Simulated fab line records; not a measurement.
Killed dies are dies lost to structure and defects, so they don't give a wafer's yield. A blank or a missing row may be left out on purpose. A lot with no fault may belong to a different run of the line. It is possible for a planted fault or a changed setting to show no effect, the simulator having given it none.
Struck lot and sound lot, side by side :: flow n5Finfet :: 15 out of 1938 route steps
Sound: wafers L426.1, L426.3, L426.4. Wafers struck: L438.2, L438.6. At the end, the cause is stated.
Each step with rows lists, per side, the tool, then ch with its chambers, then its first start. Under that, the readings that differ: sound wafers :: struck wafers :: difference of the means :: sigmas: that difference in standard deviations of wafers without a fault.
alike: same words and numbers on both sides, and readings whose means sit less than 2 such deviations apart. not compared: any withheld reading, any reading some wafer has no value for, any bound like >300 that may hide the same value, and any number with overlapping values for which the record gives no deviation.
A row with sigmas, a row that says differs or no value, or rows on one side alone: a step with any of these is where the two part. Numbers that don't overlap but have no deviation are shown without sigmas and don't part them. A reading that every wafer of one side lacks parts them only if that side has two wafers or more.

first, 7 steps without rows for these wafers: N5_PASSIVATION_COAT_04; N5_PASSIVATION_EBR_06; N5_PASSIVATION_SOFTBAKE_05 (time 90 s); N5_PASSIVATION_EXPOSE_07 (exposes mask TV, defocus 0 nm, target cd 3000 nm); N5_PASSIVATION_PEB_08; N5_PASSIVATION_DEVELOP_09 (develop time 60 s); N5_PASSIVATION_HARDBAKE_11 (time 120 s).
N5_PASSIVATION_CD_MEAS_10: target cd 3000 nm.
  sound on cdSem-01 ch 0, day 13 21:25; struck on cdSem-03 ch 0, day 15 16:17
  alike: cdNm
N5_PASSIVATION_OVL_MEAS_60:
  sound on overlay-01 ch 0, day 13 21:26; struck on overlay-01 ch 0, day 15 16:19
  alike: TV_OVL
N5_PASSIVATION_INSPECT_61: inspects for defects (macro).
  sound: defectInspect-02 at day 13 21:28; struck: defectInspect-02 at day 15 16:20
  alike: rawDefectCount
N5_PASSIVATION_DESCUM_12: chemistry O2, time 7.9 s.
  sound on rieDiel-03 ch 0,1,3, day 13 21:30; struck on rieDiel-03 ch 0,3, day 15 17:22
  alike: chamberPressureMTorr, drypumpMotorCurrentA, oesProductAu, rfVppV, showerheadPlenumPTorr, throttleValvePct
  not compared: rfHoursCounterH
N5_PASSIVATION_PASS_ETCH_74: etches SiNx in CF4/O2, target depth 220 nm, time 110 s.
  sound on rieDiel-03 ch 0,1,3, day 13 21:34; struck on rieDiel-03 ch 0,3, day 15 17:25
  alike: chamberPressureMTorr, drypumpMotorCurrentA, mfcArSccm, oesProductAu, rfVppV, showerheadPlenumPTorr, throttleValvePct
  not compared: rfHoursCounterH
N5_PASSIVATION_VIA_ETCH_13: etches SiO2 in CHF3/O2, target depth 660 nm, time 330 s.
  sound on rieDiel-03 ch 0,1,3, day 13 21:40; struck on rieDiel-03 ch 0,3, day 15 17:31
reading: etchRfOnTimeS (s)
sound: 233 234 239
struck: 166 163
difference: -71
sigmas: -17

reading: oesProductAu (a.u.)
sound: 0.64 0.64 0.66
struck: 0.83 0.80
difference: +0.17
sigmas: +3
  alike: chamberPressureMTorr, drypumpMotorCurrentA, mfcArSccm, rfVppV, showerheadPlenumPTorr, throttleValvePct
  not compared: rfHoursCounterH
N5_PASSIVATION_STRIP_14: strips in O2.
  sound on rieDiel-03 ch 0,1,3, day 13 21:52; struck on rieDiel-03 ch 0,3, day 15 17:43
  alike: chamberPressureMTorr, drypumpMotorCurrentA, oesProductAu, rfVppV, showerheadPlenumPTorr, throttleValvePct
  not compared: rfHoursCounterH
N5_PASSIVATION_PROBE_49:
  sound: prober-02 at day 14 05:35; struck: prober-01 at day 16 00:09
  alike: defectLimitedYield, killed_at_M0_to_M3, killed_at_M4_up, killedAtContacts, killedAtFrontEnd, killedAtOther, killedDies, killedOnRim, killedOpen, killedShort, sort_bin_5_function, sort_bin_6_memory, sort_bin_8_speed, sortNPass, sortYieldPct

== WHERE THEY PART ==
Within this record, at N5_PASSIVATION_VIA_ETCH_13 only. Later steps at which nothing parts them and some readings are alike: N5_PASSIVATION_STRIP_14, N5_PASSIVATION_PROBE_49.

WHY: whatever the simulator had introduced
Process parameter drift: rieDiel-03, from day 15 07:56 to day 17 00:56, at N5_PASSIVATION_VIA_ETCH_13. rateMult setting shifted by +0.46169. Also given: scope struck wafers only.
